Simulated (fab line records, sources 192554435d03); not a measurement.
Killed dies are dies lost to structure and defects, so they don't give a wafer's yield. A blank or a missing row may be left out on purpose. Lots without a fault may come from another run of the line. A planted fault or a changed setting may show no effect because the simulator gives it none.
fab line records | flow n5_finfet
record lots=6 wafers=18 last_day=19
route steps=1938 shown BEOL_M4@1068 PASSIVATION@1936
lots that met no fault: from a run of the same line without faults
start_h: hours from the record's first day to the start of the lot's first wafer shown | wait_h: hours since the lot's step before | " the same as in the row above | L1.1+2: a row that stands for several wafers | - no value, or no start given | * or withheld: withheld | < > ~ a bound
route shown NAME@n: a module of which the file shows steps, and the number in the route of the first | usual: mean/standard deviation of fault-free wafers | same: alike in all rows | chamber/n: place in a boat | sites: the reading at each site | _std_site: their standard deviation | _edge_site: outer sites' mean less inner sites' | radius_mm: how far each site lies from the wafer's centre | mask NAME#n: copy n | behind: the tool/chamber that last shaped the wafer | hold: why the lot was held/for how many hours/how that ended | device: the transistor (n, p or np) that didn't switch | end of line: the same wafers' tests at the end of the route | a step without rows: its recipe alone | killed: dies lost to structure and defects at the first sort, not the wafer's yield | map: a wafer's dies, x killed, . not, _ none there
set.NAME: the setting as run; set.NAME@STEP: as run at that earlier step | model.NAME: the simulator's own value behind a step, which no gauge read
lots at some steps of the route; a table a step, a row a wafer
services: from which hour (start_h, from the record's first day; less than 0 if before it) a tool's chamber was out of use, for how many hours, and why
## steps
# step N5_BEOL_M4_STRIP_83
# recipe chemistry=C4F6/O2 resist=SiARC rf_frequency_hz=6e+07
# step N5_BEOL_M4_STRIP_36
# recipe chemistry=N2/H2 power_w=450 temp_c=40 pressure_mtorr=20 rf_frequency_hz=6e+07 overash_fraction=0.3 bias_power_w=7 h2_frac=0.5 n2_flow_sccm=200 h2_flow_sccm=200
# step N5_BEOL_M4_TRENCH_ETCH_37
# recipe chemistry=C4F6/O2 target_depth_a=555.55 target=SiOC time_s=29.2 ion_energy_ev=250 pressure_mtorr=30 source_w=355 bias_w=185 Ar_flow_sccm=300 C4F6_flow_sccm=10 O2_flow_sccm=10
# step N5_BEOL_M4_ETCH_41
# recipe chemistry=CH3F/O2 target=SiCN target_depth_a=299 taper_deg=2 time_s=52.5 ion_energy_ev=120 mask_material=TiN pressure_mtorr=30 source_w=395 bias_w=75 Ar_flow_sccm=150 CH3F_flow_sccm=30 O2_flow_sccm=20
# usual chamber_pressure_mTorr=30.00/0.031 drypump_motor_current_A=5.8/0.41 oes_product_au=0.77/0.057 rf_vpp_V=297.9/1.4 showerhead_plenum_p_Torr=2.02/0.053 throttle_valve_pct=16.37/0.19
# columns lot.wafer tool chamber start_h wait_h chamber_pressure_mTorr drypump_motor_current_A oes_product_au rf_hours_counter_h rf_vpp_V showerhead_plenum_p_Torr throttle_valve_pct
L764.1 rie_diel-06 2 - - 29.97 5.1 0.73 174 299.8 2.08 16.19
L764.3 " 0 " " 29.99 6.0 0.73 185 296.9 1.98 16.51
L764.4 " 3 " " 30.01 5.9 0.75 143 297.3 2.00 16.29
L766.3 rie_diel-04 2 - - 30.00 5.4 0.69 212 297.7 2.06 16.83
L766.5 " 0 " " 30.03 6.4 0.90 - 298.6 2.12 16.17
L766.6 " 3 " " 29.98 6.5 0.74 - 299.8 2.07 16.17
L776.2 rie_diel-06 1 - - 29.98 5.8 0.81 97 297.4 2.01 16.36
L776.3 " 0 " " 30.02 5.9 0.72 215 297.5 1.97 16.55
L776.5 " 0 " " 30.00 5.9 0.71 - 295.9 1.97 16.57
L777.1 rie_diel-04 0 - - 30.00 6.4 0.88 48 300.1 2.12 16.21
L777.4 " 2 " " 29.99 5.4 0.69 238 297.3 2.05 16.86
L777.6 " 2 " " 29.97 5.4 0.68 - 299.3 2.05 16.87
L779.1 rie_diel-04 3 - - 29.98 6.5 0.73 214 298.5 2.06 16.21
L779.3 " 2 " " 30.02 5.4 0.67 246 297.9 2.05 16.87
L779.6 " 1 " " 30.02 5.3 0.75 - 297.4 1.99 16.07
L785.3 rie_diel-01 1 - - 30.04 5.7 0.77 139 296.4 2.01 16.38
L785.5 " 2 " " 30.00 6.2 0.78 - 296.8 1.93 16.55
L785.6 " 3 " " 29.99 5.6 0.72 - 297.2 1.99 16.57
# step N5_BEOL_M4_STRIP_97
# recipe chemistry=N2/H2 time_s=10 power_w=450 temp_c=40 pressure_mtorr=20 rf_frequency_hz=6e+07 bias_power_w=7 n2_flow_sccm=200 h2_flow_sccm=200
# step N5_BEOL_M4_OCD_MEAS_38
# usual trench_depth_nm=55.5/0.62
# columns lot.wafer tool chamber start_h wait_h trench_depth_nm
L764.1 ocd-01 - 179.36 - 55.6
L764.3 " - " " 54.5
L764.4 " - " " 54.5
L766.3 ocd-01 - 238.18 - 55.6
L766.5 " - " " 56.1
L766.6 " - " " 55.0
L776.2 ocd-02 - 284.88 - 55.4
L776.3 " - " " 54.9
L776.5 " - " " 54.9
L777.1 ocd-01 - 286.48 - 56.4
L777.4 " - " " 54.8
L777.6 " - " " 54.4
L779.1 ocd-02 - 307.93 - 55.3
L779.3 " - " " 54.2
L779.6 " - " " 54.4
L785.3 ocd-02 - 357.44 - 56.1
L785.5 " - " " 56.3
L785.6 " - " " 54.9
# step N5_BEOL_M4_HM_STRIP_39
# recipe chemistry=peroxide_tin_strip material=TiN target_depth_a=250 temp_c=50 time_s=158
# step N5_BEOL_M4_SRD_40
# recipe time_s=30 temp_c=23 rinse_liquid=diw dry=ipa_marangoni
# step N5_BEOL_M4_PRECLEAN_42
# recipe chemistry=residue_remover time_s=60 temp_c=40
# step N5_BEOL_M4_SRD_43
# recipe time_s=30 temp_c=23 rinse_liquid=diw dry=ipa_marangoni
# step N5_BEOL_M4_CD_MEAS_35
# recipe target_cd_nm=18 target_cd_y_nm=22.4 polarity=opening
# usual cd_nm=18.02/0.3
# columns lot.wafer tool chamber start_h wait_h cd_nm
L764.1 cd_sem-03 - 179.51 0.0 17.88
L764.3 " - " " 18.40
L764.4 " - " " 18.18
L766.3 cd_sem-02 - 238.33 0.0 18.27
L766.5 " - " " 18.57
L766.6 " - " " 18.30
L776.2 cd_sem-02 - 285.03 0.0 17.62
L776.3 " - " " 17.65
L776.5 " - " " 17.78
L777.1 cd_sem-01 - 286.63 0.0 17.78
L777.4 " - " " 18.30
L777.6 " - " " 18.46
L779.1 cd_sem-02 - 308.20 0.0 18.30
L779.3 " - " " 18.36
L779.6 " - " " 18.24
L785.3 cd_sem-03 - 357.61 0.0 17.80
L785.5 " - " " 18.02
L785.6 " - " " 18.05
# step N5_BEOL_M4_DEGAS_44
# recipe ambient=vacuum temp_c=250 time_s=60
# step N5_BEOL_M4_PRE_CLEAN_45
# recipe gas=H2/He time_s=30 temp_c=250
# usual heater_power_w=350/33
# columns lot.wafer tool chamber start_h wait_h heater_power_w
L764.1 pvd_sputter-02 - 179.79 0.0 386
L764.3 " - " " 378
L764.4 " - " " 319
L766.3 pvd_sputter-01 - 238.83 0.0 352
L766.5 " - " " 346
L766.6 " - " " 349
L776.2 pvd_sputter-01 - 286.59 0.0 407
L776.3 " - " " 356
L776.5 " - " " 342
L777.1 pvd_sputter-01 - 286.95 0.0 359
L777.4 " - " " 409
L777.6 " - " " 346
L779.1 pvd_sputter-03 - 308.67 0.0 336
L779.3 " - " " 312
L779.6 " - " " 287
L785.3 pvd_sputter-02 - 357.90 0.0 372
L785.5 " - " " 384
L785.6 " - " " 378
# step N5_BEOL_M4_ALD_84
# recipe material=TaN target_thk_a=* temp_c=275 ald_precursor_family=PDMAT ald_co_reactant=NH3 pressure_torr=3 carrier_flow_sccm=1500 pulse_time_s=2 purge_time_s=3 co_reactant_purge_time_s=2 co_reactant_pulse_time_s=3 ald_cycles=30 precursor_vessel_temp_c=75 precursor_vessel_pressure_torr=26.25 precursor_vessel_carrier_sccm=1000
# usual heater_power_w=425/52 mfc_carrier_sccm=1500/4.6
# same ald_cycles=30
# columns lot.wafer tool chamber start_h wait_h heater_power_w mfc_carrier_sccm
L764.1 ald_metal-03 1 179.88 0.1 355 1506
L764.3 " 0 " " 427 1502
L764.4 " 2 " " 407 1493
L766.3 ald_metal-01 3 238.89 0.0 355 1499
L766.5 " 0 " " 358 1501
L766.6 " 1 " " 431 1500
L776.2 ald_metal-02 2 286.65 0.0 519 1506
L776.3 " 0 " " 422 1496
L776.5 " 2 " " 525 1502
L777.1 ald_metal-03 1 287.01 0.0 363 1507
L777.4 " 1 " " 362 1508
L777.6 " 2 " " 403 1499
L779.1 ald_metal-03 1 308.79 0.1 357 1510
L779.3 " 0 " " 429 1496
L779.6 " 2 " " 400 1507
L785.3 ald_metal-03 2 357.96 0.0 401 1497
L785.5 " 1 " " 360 1498
L785.6 " 0 " " 413 1495
# step N5_BEOL_M4_SURFACE_TREAT_85
# recipe gas=Ar time_s=* ion_energy_ev=* ion_current_ma_cm2=0.5 pressure_mtorr=* ar_flow_sccm=30
# step N5_BEOL_M4_CVD_47
# recipe material=Co target_thk_a=30 temp_c=withheld precursor=CCTBA/H2 pressure_torr=30 time_s=223.8
# step N5_BEOL_M4_SPUTTER_48
# recipe material=Cu target_thk_a=45 temp_c=-20 chamber_pressure_pa=0.07 power_w=withheld time_s=8.29
# step N5_BEOL_M4_ANNEAL_49
# recipe temp_c=400 time_s=240 ambient=vacuum
# step N5_BEOL_M4_SPUTTER_79
# recipe material=Cu target_thk_a=45 temp_c=-20 chamber_pressure_pa=0.07 power_w=withheld time_s=8.29
# step N5_BEOL_M4_ANNEAL_80
# recipe temp_c=400 time_s=240 ambient=vacuum
# step N5_BEOL_M4_SPUTTER_81
# recipe material=Cu target_thk_a=45 temp_c=-20 chamber_pressure_pa=0.07 power_w=withheld time_s=8.29
# step N5_BEOL_M4_ANNEAL_82
# recipe temp_c=400 time_s=240 ambient=vacuum
# step N5_BEOL_M4_SPUTTER_86
# recipe material=Cu target_thk_a=45 temp_c=-20 chamber_pressure_pa=0.07 power_w=withheld time_s=8.29
# step N5_BEOL_M4_ANNEAL_87
# recipe temp_c=400 time_s=240 ambient=vacuum
# step N5_BEOL_M4_SPUTTER_88
# recipe material=Cu target_thk_a=45 temp_c=-20 chamber_pressure_pa=0.07 power_w=withheld time_s=8.29
# step N5_BEOL_M4_ANNEAL_89
# recipe temp_c=400 time_s=240 ambient=vacuum
# usual heater_power_w=884/88
# columns lot.wafer tool chamber start_h wait_h heater_power_w
L764.1 pvd_sputter-03 - 181.57 0.0 717
L764.3 " - " " 734
L764.4 " - " " 764
L766.3 pvd_sputter-01 - 240.35 0.0 1005
L766.5 " - " " 855
L766.6 " - " " 890
L776.2 pvd_sputter-02 - 288.13 0.0 932
L776.3 " - " " 794
L776.5 " - " " 923
L777.1 pvd_sputter-01 - 288.57 0.0 866
L777.4 " - " " 873
L777.6 " - " " 1041
L779.1 pvd_sputter-01 - 310.38 0.0 1040
L779.3 " - " " 846
L779.6 " - " " 1019
L785.3 pvd_sputter-02 - 359.62 0.0 804
L785.5 " - " " 862
L785.6 " - " " 973
# step N5_BEOL_M4_SPUTTER_90
# recipe material=Cu target_thk_a=45 temp_c=-20 chamber_pressure_pa=0.07 power_w=withheld time_s=8.29
# usual throttle_valve_pct=29.8/1.1
# columns lot.wafer tool chamber start_h wait_h throttle_valve_pct
L764.1 pvd_sputter-03 - 181.71 0.1 29.3
L764.3 " - " " 30.6
L764.4 " - " " 28.0
L766.3 pvd_sputter-01 - 240.49 0.1 31.0
L766.5 " - " " 28.3
L766.6 " - " " 29.8
L776.2 pvd_sputter-02 - 288.27 0.1 30.5
L776.3 " - " " 31.3
L776.5 " - " " 30.3
L777.1 pvd_sputter-01 - 288.71 0.1 28.7
L777.4 " - " " 30.0
L777.6 " - " " 31.3
L779.1 pvd_sputter-01 - 310.52 0.1 31.2
L779.3 " - " " 28.5
L779.6 " - " " 31.0
L785.3 pvd_sputter-02 - 359.76 0.1 31.4
L785.5 " - " " 28.6
L785.6 " - " " 29.8
# step N5_BEOL_M4_ANNEAL_91
# recipe temp_c=400 time_s=240 ambient=vacuum
# step N5_BEOL_M4_SPUTTER_92
# recipe material=Cu target_thk_a=45 temp_c=-20 chamber_pressure_pa=0.07 power_w=withheld time_s=8.29
# step N5_BEOL_M4_ANNEAL_93
# recipe temp_c=400 time_s=240 ambient=vacuum
# step N5_BEOL_M4_SPUTTER_94
# recipe material=Cu target_thk_a=45 temp_c=-20 chamber_pressure_pa=0.07 power_w=withheld time_s=8.29
# step N5_BEOL_M4_ANNEAL_95
# recipe temp_c=400 time_s=240 ambient=vacuum
# step N5_BEOL_M4_SPUTTER_96
# recipe material=Cu target_thk_a=45 temp_c=-20 chamber_pressure_pa=0.07 power_w=withheld time_s=8.29
# step N5_BEOL_M4_ECD_50
# recipe material=Cu target_thk_a=3000
# step N5_BEOL_M4_ANNEAL_51
# recipe temp_c=225 time_s=90 ambient=N2
# step N5_BEOL_M4_CMP_52
# recipe stop_on=SiOC t_overpolish_s=6.8 down_force_psi=1 platen_rpm=50 clearing_platen_down_force_psi=1.5 clearing_platen_rpm=50 post_cmp_clean=cu_alkaline target_thk_nm=40 clearing_platen_pad_velocity_m_s=0.99484 pad_velocity_m_s=0.99484
# step N5_BEOL_M4_THK_MEAS_53
# recipe thk_meas_gauge=xrf reads=Cu_of_BEOL_M4_ECD_50
# usual M4_THK=40.1/1.1
# columns lot.wafer tool chamber start_h wait_h M4_THK[nm]
L764.1 film_metro-01 - 183.19 - 41.6
L764.3 " - " " 40.7
L764.4 " - " " 41.7
L766.3 film_metro-02 - 241.94 - 41.5
L766.5 " - " " 42.1
L766.6 " - " " 41.8
L776.2 film_metro-01 - 289.72 - 40.4
L776.3 " - " " 40.1
L776.5 " - " " 38.2
L777.1 film_metro-02 - 290.15 - 40.2
L777.4 " - " " 40.4
L777.6 " - " " 40.8
L779.1 film_metro-01 - 311.98 - 39.3
L779.3 " - " " 38.7
L779.6 " - " " 39.3
L785.3 film_metro-01 - 361.22 - 40.4
L785.5 " - " " 40.1
L785.6 " - " " 39.9
# step N5_BEOL_M4_PRE_CLEAN_60
# recipe gas=NH3/H2 time_s=15 temp_c=* rf_power_w=300
# step N5_BEOL_M4_CO_CAP_55
# recipe material=Co target_thk_a=20 temp_c=200 precursor=CCTBA/H2 pressure_torr=30 time_s=102.1
# step N5_BEOL_M4_PRE_CLEAN_56
# recipe gas=NH3 time_s=15 temp_c=withheld rf_power_w=300
# step N5_BEOL_M4_DEP_57
# recipe material=SiCN target_thk_a=80 temp_c=withheld precursor=3MS/NH3 pressure_torr=3 rf_w=202 time_s=14
# usual showerhead_plenum_p_Torr=3.657/0.018 throttle_valve_pct=9.2/0.47
# columns lot.wafer tool chamber start_h wait_h showerhead_plenum_p_Torr throttle_valve_pct
L764.1 pecvd-01 1 183.38 0.0 3.639 9.1
L764.3 " 2 " " 3.648 9.1
L764.4 " 1 " " 3.635 8.7
L766.3 pecvd-04 2 242.13 0.0 3.681 8.4
L766.5 " 0 " " 3.700 9.3
L766.6 " 1 " " 3.665 10.0
L776.2 pecvd-04 0 289.91 0.0 3.706 9.3
L776.3 " 2 " " 3.669 8.7
L776.5 " 0 " " 3.706 9.2
L777.1 pecvd-03 1 290.35 0.0 3.645 9.4
L777.4 " 2 " " 3.649 8.1
L777.6 " 0 " " 3.672 9.2
L779.1 pecvd-03 0 312.18 0.0 3.674 9.2
L779.3 " 1 " " 3.651 9.4
L779.6 " 1 " " 3.643 9.6
L785.3 pecvd-04 1 361.41 0.0 3.676 10.0
L785.5 " 1 " " 3.675 10.2
L785.6 " 2 " " 3.689 8.9
# step N5_BEOL_M4_RS_MEAS_58
# recipe thk_meas_gauge=four-point-probe reads=Co_of_BEOL_M4_CO_CAP_55+Cu_of_BEOL_M4_ECD_50+Co_of_BEOL_M4_CVD_47+TaN_of_BEOL_M4_ALD_84
# usual M4_RS=0.674/0.024
# columns lot.wafer tool chamber start_h wait_h M4_RS[ohm/sq]
L764.1 film_metro-01 - 183.45 0.0 0.648
L764.3 " - " " 0.663
L764.4 " - " " 0.645
L766.3 film_metro-02 - 242.20 0.1 0.659
L766.5 " - " " 0.643
L766.6 " - " " 0.646
L776.2 film_metro-02 - 289.98 0.1 0.664
L776.3 " - " " 0.674
L776.5 " - " " 0.716
L777.1 film_metro-01 - 290.41 0.0 0.677
L777.4 " - " " 0.675
L777.6 " - " " 0.665
L779.1 film_metro-01 - 312.25 0.0 0.694
L779.3 " - " " 0.702
L779.6 " - " " 0.689
L785.3 film_metro-02 - 361.48 0.1 0.665
L785.5 " - " " 0.677
L785.6 " - " " 0.680
# step N5_PASSIVATION_PROBE_49
# usual defect_limited_yield=91.2/1.3 killed_at_M0_to_M3=34/9.2 killed_at_M4_up=14/5 killed_at_contacts=13/6.7 killed_at_front_end=39/12 killed_at_other=4/3.3 killed_dies=104/15 killed_on_rim=14/3.7 killed_open=68/12 killed_short=34/7.5 sort_bin_5_function=5.2/0.87 sort_bin_6_memory=3.3/0.63 sort_n_pass=1076/15 sort_yield_pct=91.2/1.3
# same gross_dies=1180 killed_at_back_side=0 sort_bin_4_leakage[%]=0 sort_bin_8_speed[%]=0
# columns lot.wafer tool chamber start_h wait_h defect_limited_yield[%] killed_at_M0_to_M3 killed_at_M4_up killed_at_contacts killed_at_front_end killed_at_other killed_dies killed_on_rim killed_open killed_short sort_bin_5_function[%] sort_bin_6_memory[%] sort_n_pass sort_yield_pct[%]
L764.1 prober-01 - 316.14 0.0 91.9 37 18 5 33 2 95 17 49 45 4.5 2.8 1085 91.9
L764.3 prober-01 - 316.24 0.1 91.8 43 8 4 37 5 97 9 53 42 4.7 3.0 1083 91.8
L764.4 prober-01 - 316.29 0.2 90.7 36 10 12 51 1 110 13 56 50 4.8 3.8 1070 90.7
L776.2 prober-02 - 392.55 0.1 85.6 38 94 7 29 2 170 29 60 29 8.5 3.6 1010 85.6
L776.3 prober-02 - 392.60 0.1 90.8 40 14 10 41 3 108 10 75 33 5.8 2.8 1072 90.8
L776.5 prober-02 - 392.70 0.2 90.2 40 19 5 49 3 116 14 87 29 6.0 3.7 1064 90.2
L777.4 prober-02 - 397.17 0.2 85.9 19 82 24 39 2 166 28 66 32 7.7 4.5 1014 85.9
L779.1 prober-01 - 420.31 0.0 91.9 42 11 12 30 1 96 17 64 31 5.3 2.7 1084 91.9
L779.3 prober-01 - 420.41 0.1 92.0 44 9 11 29 1 94 8 71 23 5.3 2.4 1086 92.0
L779.6 prober-01 - 420.56 0.3 93.1 25 11 7 33 6 82 15 49 33 4.4 2.4 1098 93.1
L785.3 prober-01 - 461.63 0.1 91.2 41 14 10 35 4 104 14 60 41 5.6 2.6 1076 91.2
L785.5 prober-01 - 461.73 0.2 92.5 41 12 6 20 9 88 20 53 34 4.0 3.1 1092 92.5
L785.6 prober-01 - 461.78 0.3 90.1 59 18 5 32 3 117 15 75 38 6.3 3.6 1063 90.1
# killed by level:class
L764.1 BEOL_M3:geometric_particle:short=11 FIN_SAQP:geometric_particle:short=9 STI_FIN_REVEAL:geometric_particle:open=9 BEOL_M4:geometric_particle:open=7 BEOL_M3:geometric_particle:open=6 BEOL_M2:geometric_particle:short=5 BEOL_M5:geometric_particle:open=5 FIN_SAQP:geometric_particle:open=4
L764.3 FIN_SAQP:geometric_particle:short=13 STI_FIN_REVEAL:geometric_particle:open=11 BEOL_M0_SAQP:geometric_particle:short=10 BEOL_M4:geometric_particle:open=8 BEOL_M0_SAQP:geometric_particle:open=7 BEOL_M2:geometric_particle:open=6 BEOL_M3:geometric_particle:short=5 BEOL_M3:geometric_particle:open=5
L764.4 BEOL_M3:geometric_particle:short=15 FIN_SAQP:geometric_particle:short=14 FIN_SAQP:geometric_particle:open=10 MOL_CONTACT_COAG:geometric_particle:open=9 STI_FIN_REVEAL:geometric_particle:open=8 BEOL_M3:geometric_particle:open=5 BEOL_M2:geometric_particle:open=4 BEOL_M2:geometric_particle:short=4
L776.2 BEOL_M4:unspecified=81 BEOL_M0_SAQP:geometric_particle:short=11 BEOL_M3:geometric_particle:open=11 STI_FIN_REVEAL:geometric_particle:open=7 BEOL_M5:geometric_particle:open=7 MOL_CONTACT_COAG:geometric_particle:open=6 BEOL_M0_SAQP:geometric_particle:open=6 DUMMY_GATE:geometric_particle:open=5
L776.3 FIN_SAQP:geometric_particle:open=10 BEOL_M0_SAQP:geometric_particle:open=10 STI_FIN_REVEAL:geometric_particle:open=9 BEOL_M0_SAQP:geometric_particle:short=9 MOL_CONTACT_COAG:geometric_particle:open=9 BEOL_M1:geometric_particle:open=8 BEOL_M0:geometric_particle:open=5 BEOL_M4:geometric_particle:open=5
L776.5 FIN_SAQP:geometric_particle:open=19 BEOL_M3:geometric_particle:open=15 BEOL_M5:geometric_particle:open=11 BEOL_M0_SAQP:geometric_particle:open=8 BEOL_M0_SAQP:geometric_particle:short=7 DUMMY_GATE:geometric_particle:open=6 STARTING-WAFER:geometric_particle:short=6 STI_FIN_REVEAL:geometric_particle:open=5
L777.4 BEOL_M4:unspecified=66 MOL_CONTACT_COAG:geometric_particle:open=20 STI_FIN_REVEAL:geometric_particle:open=8 FIN_SAQP:geometric_particle:open=7 DUMMY_GATE:geometric_particle:open=7 FIN_SAQP:geometric_particle:short=6 BEOL_M0_SAQP:geometric_particle:open=5 BEOL_M4:geometric_particle:open=5
L779.1 BEOL_M0_SAQP:geometric_particle:open=10 STI_FIN_REVEAL:geometric_particle:open=8 MOL_CONTACT_COAG:geometric_particle:open=8 BEOL_M0_SAQP:geometric_particle:short=7 BEOL_M1:geometric_particle:open=7 BEOL_M3:geometric_particle:open=6 BEOL_M2:geometric_particle:open=5 FIN_SAQP:geometric_particle:short=4
L779.3 BEOL_M1:geometric_particle:open=17 MOL_CONTACT_COAG:geometric_particle:open=10 BEOL_M2:geometric_particle:open=9 FIN_SAQP:geometric_particle:short=8 BEOL_M3:geometric_particle:open=7 STI_FIN_REVEAL:geometric_particle:open=5 FIN_SAQP:geometric_particle:open=4 DUMMY_GATE:geometric_particle:open=4
L779.6 FIN_SAQP:geometric_particle:short=13 BEOL_M1:geometric_particle:open=8 FIN_SAQP:geometric_particle:open=5 BEOL_M2:geometric_particle:open=5 MOL_CONTACT_COAG:geometric_particle:open=4 BEOL_M4:geometric_particle:open=4 BEOL_M0_SAQP:geometric_particle:open=4 PASS1_CAP:geometric_particle:open=4
L785.3 BEOL_M0_SAQP:geometric_particle:open=12 BEOL_M3:geometric_particle:open=10 BEOL_M0_SAQP:geometric_particle:short=9 STARTING-WAFER:geometric_particle:short=8 MOL_CONTACT_COAG:geometric_particle:open=7 GATE_CUT:geometric_particle:short=6 BEOL_M3:geometric_particle:short=4 BEOL_M4:geometric_particle:open=4
L785.5 BEOL_M0_SAQP:geometric_particle:open=10 BEOL_M0_SAQP:geometric_particle:short=8 BEOL_M2:geometric_particle:open=7 BEOL_M3:geometric_particle:open=6 FIN_SAQP:geometric_particle:open=4 FIN_SAQP:geometric_particle:short=4 STI_FIN_REVEAL:geometric_particle:open=4 MOL_CONTACT_COAG:geometric_particle:open=4
L785.6 BEOL_M0_SAQP:geometric_particle:open=18 BEOL_M0_SAQP:geometric_particle:short=17 FIN_SAQP:geometric_particle:open=11 BEOL_M4:geometric_particle:open=9 BEOL_M2:geometric_particle:open=9 BEOL_M3:geometric_particle:open=9 STI_FIN_REVEAL:geometric_particle:open=7 BEOL_M3:geometric_particle:short=5
# map L776.2 (x killed, . not)
_________________............________________
______________..........x.x....._____________
___________.x....x.................__________
__________.............x.xx...x....._________
________...x.x.........x..........x..._______
_______..x...xx...........x........x...______
______.........x........................_____
_____....x........................x......____
____..........x...x.........x.............___
___....xx..........x.......x............x..__
___.xx.............x....................x..__
__.......x............................x....._
__.........................x......x........._
_...........x.................x..............
_x...............x...........................
_..x...x......x.x...................x.....x..
_.........................................x..
_.x.........................x................
_.........x.......x....x.........x.x.........
_..............x...............x..x..........
_.......x...x................................
__x....x..............................x....._
__x.............x.x...x....................._
___x...x...................................__
___............x.xx........................__
____x...x..........x............xx.....x..___
_____.................x..x..xxxxx........____
______........x.........xxxx.xxx.x....x._____
_______..............x.x..xxxxxxxxx....______
________..x............xxxxxxxxxxxxx.._______
__________...x.......xxxxxxxxxxxxxxx_________
___________x.....xx..xxxxxxxxxxxxxx__________
______________x........xxxxxxxxx_____________
_________________....xxxxxxxx________________
# map L777.4 (x killed, . not)
_________________............________________
______________...xx........x...._____________
___________.......xxx..............__________
__________..x..............x..x....._________
________.....x............x..x...x..x._______
_______..............................xx______
______..........................x...x..x_____
_____........x....x............x......xx.____
____..x......x..x....................x....___
___........x...x..x.......................x__
___.....x...............x..........x.x.x...__
__.......x.x.....x.............x............_
__x...x.........x....................x...x.x_
_................x.....x..x..................
_......x.................x..x.x......x.......
_....x...................x...................
_.......x..............x.....................
_xx..........................................
_............x.............x..x..........x...
_.................x..x......xx...............
_................x............x.........x...x
__....................x....x...x.....x......_
__.....x...........x..x.........x....x......_
___.x.xx........x...............x..........__
___..................x.....................__
____..x..x............x........x.....x....___
_____..........................x.........____
______x..............x...xxx.xxxx.x....._____
_______.....................xxxxxx..x..______
________..............x.xxxxxxxxxxx..._______
__________........x..xxxxxxxxxxxxxx._________
___________.............xxxxxxxxxxx__________
______________.......x.xxxxxxxxx_____________
_________________....x.xxxxxx________________
## services
# columns tool chamber start_h hours kind
ald_metal-01 - 161.02 0.6 repair
rie_diel-01 0 161.28 4.4 repair
ald_metal-02 - 170.32 2.8 pm
rie_diel-01 1 187.71 6.8 repair
pvd_sputter-03 - 188.94 5.9 repair
pvd_sputter-02 - 202.44 2.8 repair
pvd_sputter-03 - 211.08 3.7 repair
rie_diel-06 1 214.42 9.5 repair
ald_metal-03 1 220.55 14.1 repair
ald_metal-03 - 224.35 0.4 repair
ald_metal-03 3 228.52 4.3 repair
rie_diel-01 - 234.77 2.8 pm
rie_diel-06 3 258.10 3.1 repair
rie_diel-04 3 260.32 20.8 repair
ald_metal-03 0 272.87 29.1 repair
rie_diel-06 1 301.28 8.3 repair
pecvd-04 - 310.65 2.8 pm
rie_diel-06 - 310.71 2.8 pm
rie_diel-01 0 311.39 14.6 repair
rie_diel-01 1 323.83 2.3 repair
rie_diel-04 0 328.48 9.2 repair
ald_metal-01 - 337.25 14.0 pm
rie_diel-01 1 337.50 9.0 repair
ald_metal-01 - 351.93 0.8 repair
## key
first_sign step=N5_PASSIVATION_PROBE_49 reading=killed_at_M4_up direction=up sigmas=15 usual=14 struck=88
effect step=N5_PASSIVATION_PROBE_49 reading=defect_limited_yield direction=down sigmas=4.2 usual=91.2 struck=85.8
more_kills_born_at N5_BEOL_M4_PRE_CLEAN_45@pvd_sputter-01=147
met_at N5_BEOL_M4_PRE_CLEAN_45
struck_wafers L776.2,L777.4
fault kind=chamber_particle_source tool=pvd_sputter-01 chamber=- onset_h=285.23 steps=N5_BEOL_M4_PRE_CLEAN_45 rate_per_visit_cm2=0.96632 end_h=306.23 scope=struck_wafers_only
